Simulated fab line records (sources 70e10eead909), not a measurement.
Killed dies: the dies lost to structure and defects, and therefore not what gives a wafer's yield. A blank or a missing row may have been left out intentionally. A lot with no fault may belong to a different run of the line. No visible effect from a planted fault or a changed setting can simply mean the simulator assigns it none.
The tool behind it: which one? | flow nand-harc | 14 lots, 42 wafers sampled, at 2 steps of a route of 1302

## WHAT THE GAUGES SHOWED, per wafer
NHARC_P_GATE_OVL_MEAS_27. Usual: overlay-x-nm 0.1 nm, standard deviation 0.95; overlay-y-nm 0.3 nm, standard deviation 0.79.
lot  | measured     | on         | overlay-x-nm (nm) | overlay-y-nm (nm) | flag
L592 | day 5 02:01  | overlay-02 | -1.2 -1.3 -1.4    | -0.6 -0.8 -0.1    |
L593 | day 5 15:55  | overlay-02 | -1.6 -1.3 -1.1    | 1.3 0.8 1.3       |
L594 | day 5 15:59  | overlay-02 | 0.8 0.8 0.2       | 0.3 0.8 -0.2      |
L596 | day 6 09:07  | overlay-02 | 0.8 0.5 0.7       | 1.8 1.1 1.3       |
L597 | day 6 21:07  | overlay-02 | 0.1 -0.2 -0.1     | -0.4 -0.4 -0.6    |
L598 | day 7 12:22  | overlay-01 | 1.9 2.6 1.5       | 0.5 0.1 0.0       |
L599 | day 8 04:07  | overlay-01 | 1.7 1.1 0.9       | 1.5 1.2 1.0       |
L600 | day 8 15:55  | overlay-02 | -1.7 -1.5 -1.3    | -0.1 0.1 0.1      |
L601 | day 8 19:19  | overlay-02 | 1.1 0.9 0.6       | 1.9 1.9 1.9       |
L602 | day 9 10:45  | overlay-01 | 1.0 0.6 0.4       | 1.2 1.3 1.2       |
L607 | day 11 04:32 | overlay-01 | -1.2 -1.0 -1.2    | 0.2 0.9 -0.1      |
L608 | day 11 16:56 | overlay-01 | -0.1 0.3 -0.3     | -0.2 0.4 -0.3     |
L614 | day 14 03:22 | overlay-02 | 1.2 0.9 1.0       | 0.0 0.0 -0.2      |
L615 | day 14 16:51 | overlay-02 | 0.6 0.9 0.8       | 0.4 0.4 0.2       |

NHARC_P_GATE_INSPECT_28. Usual: raw-defect-count 6, standard deviation 3.6.
lot  | measured     | on                | raw-defect-count | flag
L592 | day 5 02:03  | defect-inspect-01 | 7 3 10           |
L593 | day 5 15:57  | defect-inspect-02 | 16 11 10         |
L594 | day 5 16:01  | defect-inspect-02 | 6 3 3            |
L596 | day 6 09:10  | defect-inspect-01 | 3 3 5            |
L597 | day 6 21:09  | defect-inspect-02 | 1 3 5            |
L598 | day 7 12:25  | defect-inspect-01 | 3 8 5            |
L599 | day 8 04:09  | defect-inspect-01 | 4 2 8            |
L600 | day 8 15:56  | defect-inspect-02 | 7 5 6            |
L601 | day 8 19:21  | defect-inspect-02 | 13 8 5           |
L602 | day 9 10:47  | defect-inspect-02 | 7 4 7            |
L607 | day 11 04:34 | defect-inspect-02 | 7 5 4            |
L608 | day 11 16:58 | defect-inspect-01 | 11 15 14         |
L614 | day 14 03:25 | defect-inspect-01 | 9 5 11           |
L615 | day 14 16:53 | defect-inspect-01 | 10 10 6          |

## WHICH TOOL RAN EACH LOT (tool, then ch and the chambers of the sampled wafers, then the start)
The record shows no process step preceding these readings.

## AS READ BY THE TOOLS THEMSELVES (means over the sampled wafers that have a number; for cases with no such wafer, the mark the record gives instead)
The record holds no such reading with a usual standard deviation.

## THE ANSWER, worked out from the rows above alone
Rule: a lot counts as off when the mean over its wafers that have a number is more than 3 standard deviations away from the usual mean. A lot without any number at a reading at which 4 lots or more have one is off too. Any other lot the step has rows for is counted as sound. After the gauges, taken in route order, come the tools' own readings; for these a lot's mean is taken, as printed above. The first step at which some lot is off is used, and at that step the reading that is off furthest; a lot without a number counts as furthest.
None of the lots is off at any reading shown; this tells nothing.

## WHAT THE SIMULATOR HAD PUT IN
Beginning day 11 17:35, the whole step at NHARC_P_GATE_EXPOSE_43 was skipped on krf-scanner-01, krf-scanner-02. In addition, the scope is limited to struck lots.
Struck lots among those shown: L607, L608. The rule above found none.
